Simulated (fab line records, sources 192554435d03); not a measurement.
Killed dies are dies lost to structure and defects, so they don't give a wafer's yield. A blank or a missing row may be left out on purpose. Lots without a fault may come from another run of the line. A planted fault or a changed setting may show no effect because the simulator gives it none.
Chamber matching | flow n5_finfet | N5_BEOL_M1_CO_CAP_55 on cvd_co-02: 3 sister chambers
The step material Co, precursor CCTBA/H2, target thk 2 nm, time 102.1 s. 6 wafers are shown with their chamber, then 8 later ones without.

WAFERS WITH THEIR CHAMBER
wafer  | chamber | heater_power_w (W)
L479.6 | 1       | 272
L481.6 | 2       | 209
L488.1 | 0       | 236
L488.2 | 2       | 207
L488.5 | 1       | 276
L489.1 | 0       | 227

WAFERS WITHOUT THEIR CHAMBER
wafer  | heater_power_w (W)
L489.3 | 270
L489.5 | 210
L492.1 | 226
L492.2 | 283
L492.3 | 210
L490.1 | 272
L490.4 | 205
L490.5 | 279

WHICH CHAMBER EACH WENT THROUGH
wafer  | from the rows above | in truth
L489.3 | 1                   | 1
L489.5 | 2                   | 2
L492.1 | 0                   | 0
L492.2 | 1                   | 1
L492.3 | 2                   | 2
L490.1 | 1                   | 1
L490.4 | 2                   | 2
L490.5 | 1                   | 1
Placed correctly: 8 of 8. Can't be placed from these rows: 0. Placed wrongly: 0.
How it was worked out, from the rows above alone: a wafer's distance from a chamber is the root of the sum, over the readings, of the square of ((its reading less the chamber's mean) divided by the reading's scatter). The wafer belongs to the nearest chamber; if the next one is less than 2 further off, it can't be placed. A chamber's mean is the mean of its shown wafers. The scatter: the root of (the sum of the squares of (reading less its chamber's mean) over the shown wafers, divided by (wafers less chambers)).
